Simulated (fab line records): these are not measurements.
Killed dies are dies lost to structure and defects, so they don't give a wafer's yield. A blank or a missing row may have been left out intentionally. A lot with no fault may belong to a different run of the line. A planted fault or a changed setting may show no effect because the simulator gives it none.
Which tool was responsible? || flow nand-harc || 6 lots, 18 wafers sampled, at 5 steps of a route of 1302

== WHAT THE GAUGES SHOWED, per wafer ==
NHARC_P_M0_THK_MEAS_24: measures by xrf.
{"lot": "L264", "measured": "day 6 22:43", "on": "film-metro-02", "thk-nm (nm)": "116.2 117.0 118.8"}
{"lot": "L266", "measured": "day 7 11:06", "on": "film-metro-02", "thk-nm (nm)": "120.2 116.8 120.0"}
{"lot": "L268", "measured": "day 8 07:50", "on": "film-metro-01", "thk-nm (nm)": "116.7 115.9 117.3"}
{"lot": "L270", "measured": "day 8 23:38", "on": "film-metro-02", "thk-nm (nm)": "118.1 117.7 117.0"}
{"lot": "L272", "measured": "day 10 00:13", "on": "film-metro-02", "thk-nm (nm)": "118.2 119.7 117.2"}
{"lot": "L282", "measured": "day 14 13:32", "on": "film-metro-01", "thk-nm (nm)": "116.4 117.7 117.6"}

== EACH LOT AND THE TOOL THAT RAN IT (in order: tool; ch and the chambers of the sampled wafers; start) ==
{"lot": "L264", "NHARC_P_M0_ETCH_15": "rie-diel-09 ch 0,2, day 6 21:44 or earlier", "NHARC_P_M0_PVD_21": "pvd-sputter-01, day 6 21:44 or earlier", "NHARC_P_M0_ECD_22": "ecd-cu-02 ch 0,1, day 6 21:44", "NHARC_P_M0_CMP_23": "cmp-02 ch 0,1, day 6 22:24"}
{"lot": "L266", "NHARC_P_M0_ETCH_15": "rie-diel-09 ch 1,2,3, day 7 10:04 or earlier", "NHARC_P_M0_PVD_21": "pvd-sputter-03, day 7 10:04 or earlier", "NHARC_P_M0_ECD_22": "ecd-cu-01 ch 0,1, day 7 10:04", "NHARC_P_M0_CMP_23": "cmp-03 ch 1,2,3, day 7 10:49"}
{"lot": "L268", "NHARC_P_M0_ETCH_15": "rie-diel-09 ch 0,1,2, day 8 06:47 or earlier", "NHARC_P_M0_PVD_21": "pvd-sputter-01, day 8 06:47 or earlier", "NHARC_P_M0_ECD_22": "ecd-cu-02 ch 0,1, day 8 06:47", "NHARC_P_M0_CMP_23": "cmp-03 ch 0,2, day 8 07:32"}
{"lot": "L270", "NHARC_P_M0_ETCH_15": "rie-diel-09 ch 1,2,3, day 8 22:42 or earlier", "NHARC_P_M0_PVD_21": "pvd-sputter-02, day 8 22:42 or earlier", "NHARC_P_M0_ECD_22": "ecd-cu-02 ch 0,1, day 8 22:42", "NHARC_P_M0_CMP_23": "cmp-04 ch 0,1,2, day 8 23:23"}
{"lot": "L272", "NHARC_P_M0_ETCH_15": "rie-diel-09 ch 1,2,3, day 9 23:16 or earlier", "NHARC_P_M0_PVD_21": "pvd-sputter-01, day 9 23:16 or earlier", "NHARC_P_M0_ECD_22": "ecd-cu-02 ch 0,1, day 9 23:16", "NHARC_P_M0_CMP_23": "cmp-02 ch 0,1, day 9 23:53"}
{"lot": "L282", "NHARC_P_M0_ETCH_15": "rie-diel-02 ch 0,3, day 14 12:32 or earlier", "NHARC_P_M0_PVD_21": "pvd-sputter-01, day 14 12:32 or earlier", "NHARC_P_M0_ECD_22": "ecd-cu-02 ch 0,1, day 14 12:32", "NHARC_P_M0_CMP_23": "cmp-03 ch 1,2,3, day 14 13:13"}
- NHARC_P_M0_ETCH_15: etches the open film in C4F8/Ar, target depth 150 nm, overetch 15 nm, time 82.5 s.
- NHARC_P_M0_PVD_21: deposits Cu, target thk 30 nm, time 20.49 s.
- NHARC_P_M0_ECD_22: material Cu, target thk 400 nm.
- NHARC_P_M0_CMP_23: polishes, t overpolish 20 s, target thk 117.54 nm.

== THE ANSWER, worked out from the rows above alone ==
Rule: what is usual is taken from the lots themselves. The widest of any qualifying gaps counts: lots, ordered by their means at a reading, are off when they make up no more than a third of the lots, leave a main group of 4 or more, and stand apart from it by 3 or more times the standard deviation of that group's means. The tables above print the reading to a certain number of digits; a main group whose means all agree to those digits is not used. A lot without any number at a reading at which 4 lots or more have one is off too. Where the step has rows for the other lots, those lots are counted as sound.
Across all readings shown, no lot is off: no conclusion can be drawn from this.

== WHAT WAS PUT IN BY THE SIMULATOR ==
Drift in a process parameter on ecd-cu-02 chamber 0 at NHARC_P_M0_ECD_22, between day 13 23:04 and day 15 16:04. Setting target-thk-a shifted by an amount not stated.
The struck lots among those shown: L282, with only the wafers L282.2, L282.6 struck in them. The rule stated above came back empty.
